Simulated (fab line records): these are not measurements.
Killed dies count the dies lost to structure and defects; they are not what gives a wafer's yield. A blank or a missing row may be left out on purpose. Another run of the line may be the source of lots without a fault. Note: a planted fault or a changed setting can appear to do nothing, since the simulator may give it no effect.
Shared-tool check | flow nand-harc | Sampled: 12 lots, 36 wafers

THE REASON FOR OPENING IT
Flagged at NHARC_P_CONTACT_CD_MEAS_12: reading cd-nm, on 1 of 12 lots. Fault-free wafers read 90.1 nm, with a standard deviation of 0.94.
Rule: a lot is flagged when every wafer of it that has a number lies more than 4 standard deviations from that mean, or none has a number. The other lots count as sound.

lot  | measured     | on        | cd-nm (nm), wafer by wafer | flag
L751 | day 6 06:14  | cd-sem-01 | 88.5 89.5 89.9             |
L752 | day 6 18:44  | cd-sem-01 | 99.1 99.3 97.8             | FLAGGED
L755 | day 8 05:40  | cd-sem-03 | 90.4 90.2 88.5             |
L760 | day 10 10:53 | cd-sem-03 | 88.8 88.5 89.4             |
L762 | day 11 03:05 | cd-sem-03 | 91.3 90.9 90.5             |
L763 | day 11 22:00 | cd-sem-02 | 92.4 92.4 91.4             |
L766 | day 12 10:08 | cd-sem-01 | 91.6 89.9 91.3             |
L768 | day 13 12:42 | cd-sem-02 | 90.3 89.7 89.2             |
L769 | day 13 21:22 | cd-sem-03 | 89.6 90.2 89.8             |
L771 | day 14 14:47 | cd-sem-01 | 89.0 89.5 88.8             |
L772 | day 15 06:27 | cd-sem-01 | 88.9 88.9 88.9             |
L773 | day 15 14:23 | cd-sem-03 | 91.1 90.3 89.5             |
The numbers of the flagged lots are 98.7 nm on average: +8.6 nm against the usual, or +9 standard deviations.

WHICH TOOL RAN EACH LOT
3 process steps preceding the reading are held in the record, out of 1302 steps in the route. Each cell gives the tool, then ch followed by the chambers the sampled wafers passed through, then the start.
lot  | flag    | NHARC_P_GATE_STRIP_113               | NHARC_P_GATE_STRIP_95                | NHARC_P_CONTACT_EXPOSE_09
L751 |         | plasma-asher-01 ch 0,1, day 6 01:59  | plasma-asher-01 ch 0,1, day 6 02:43  | arfi-scanner-03 ch 0, day 6 06:05
L752 | FLAGGED | plasma-asher-02 ch 0,1, day 6 14:28  | plasma-asher-02 ch 0,1, day 6 15:11  | arfi-scanner-03 ch 0, day 6 18:35
L755 |         | plasma-asher-01 ch 0,1, day 8 01:45  | plasma-asher-01 ch 0,1, day 8 02:22  | arfi-scanner-01 ch 0, day 8 05:32
L760 |         | plasma-asher-02 ch 1, day 10 06:49   | plasma-asher-02 ch 1, day 10 07:25   | arfi-scanner-02 ch 0, day 10 10:44
L762 |         | plasma-asher-02 ch 0,1, day 10 23:10 | plasma-asher-02 ch 0,1, day 10 23:40 | arfi-scanner-03 ch 0, day 11 02:57
L763 |         | plasma-asher-01 ch 0,1, day 11 17:46 | plasma-asher-01 ch 0,1, day 11 18:29 | arfi-scanner-02 ch 0, day 11 21:52
L766 |         | plasma-asher-01 ch 0,1, day 12 06:05 | plasma-asher-01 ch 0,1, day 12 06:48 | arfi-scanner-02 ch 0, day 12 10:00
L768 |         | plasma-asher-02 ch 0,1, day 13 08:47 | plasma-asher-02 ch 0,1, day 13 09:24 | arfi-scanner-01 ch 0, day 13 12:33
L769 |         | plasma-asher-02 ch 0,1, day 13 17:25 | plasma-asher-02 ch 0,1, day 13 18:01 | arfi-scanner-01 ch 0, day 13 21:14
L771 |         | plasma-asher-02 ch 0, day 14 10:45   | plasma-asher-02 ch 0, day 14 11:22   | arfi-scanner-01 ch 0, day 14 14:38
L772 |         | plasma-asher-01 ch 0,1, day 15 02:25 | plasma-asher-01 ch 0,1, day 15 03:02 | arfi-scanner-03 ch 0, day 15 06:19
L773 |         | plasma-asher-01 ch 0,1, day 15 10:00 | plasma-asher-01 ch 0,1, day 15 10:43 | arfi-scanner-02 ch 0, day 15 14:15
What is done by these steps:
- NHARC_P_GATE_STRIP_113: strips in N2/H2, time 740 s.
- NHARC_P_GATE_STRIP_95: strips in O2.
- NHARC_P_CONTACT_EXPOSE_09: exposes mask P CA, target cd 90 nm.
- NHARC_P_CONTACT_CD_MEAS_12: target cd 90 nm.

FLAGGED OVER TOTAL, TOOL BY TOOL (the gauges that took the reading come last)
step                       | tool            | lots run | flagged | share of the flagged lots | sound lots run after its first flagged lot
NHARC_P_GATE_STRIP_113     | plasma-asher-01 | 6        | 0       | none                      | -
NHARC_P_GATE_STRIP_113     | plasma-asher-02 | 6        | 1       | all                       | 5 (L760,L762,L768,L769,L771)
NHARC_P_GATE_STRIP_95      | plasma-asher-01 | 6        | 0       | none                      | -
NHARC_P_GATE_STRIP_95      | plasma-asher-02 | 6        | 1       | all                       | 5 (L760,L762,L768,L769,L771)
NHARC_P_CONTACT_EXPOSE_09  | arfi-scanner-01 | 4        | 0       | none                      | -
NHARC_P_CONTACT_EXPOSE_09  | arfi-scanner-02 | 4        | 0       | none                      | -
NHARC_P_CONTACT_EXPOSE_09  | arfi-scanner-03 | 4        | 1       | all                       | 2 (L762,L772)
NHARC_P_CONTACT_CD_MEAS_12 | cd-sem-01       | 5        | 1       | all                       | 3 (L766,L771,L772)
NHARC_P_CONTACT_CD_MEAS_12 | cd-sem-02       | 2        | 0       | none                      | -
NHARC_P_CONTACT_CD_MEAS_12 | cd-sem-03       | 5        | 0       | none                      | -

WHAT IS ALLOWED BY THE TABLE
4 rows of the table ran every flagged lot: plasma-asher-02 at NHARC_P_GATE_STRIP_113, plasma-asher-02 at NHARC_P_GATE_STRIP_95, arfi-scanner-03 at NHARC_P_CONTACT_EXPOSE_09, cd-sem-01 at NHARC_P_CONTACT_CD_MEAS_12.
- plasma-asher-02 at NHARC_P_GATE_STRIP_113 ran 6 lots, 1 of them flagged. Lots that were sound ran on it after the first flagged one (L760, L762, L768, L769, L771); a persistent fault on the entire tool would not allow that.
- plasma-asher-02 at NHARC_P_GATE_STRIP_95 ran 6 lots, 1 of them flagged. Lots that were sound ran on it after the first flagged one (L760, L762, L768, L769, L771); a persistent fault on the entire tool would not allow that.
- arfi-scanner-03 at NHARC_P_CONTACT_EXPOSE_09 ran 4 lots, 1 of them flagged. Lots that were sound ran on it after the first flagged one (L762, L772); a persistent fault on the entire tool would not allow that.
- cd-sem-01 at NHARC_P_CONTACT_CD_MEAS_12 ran 5 lots, 1 of them flagged. Lots that were sound ran on it after the first flagged one (L766, L771, L772); a persistent fault on the entire tool would not allow that.
Every row of the table either missed a flagged lot or ran a sound lot after the first.

WHAT THE SIMULATOR HAD INSERTED
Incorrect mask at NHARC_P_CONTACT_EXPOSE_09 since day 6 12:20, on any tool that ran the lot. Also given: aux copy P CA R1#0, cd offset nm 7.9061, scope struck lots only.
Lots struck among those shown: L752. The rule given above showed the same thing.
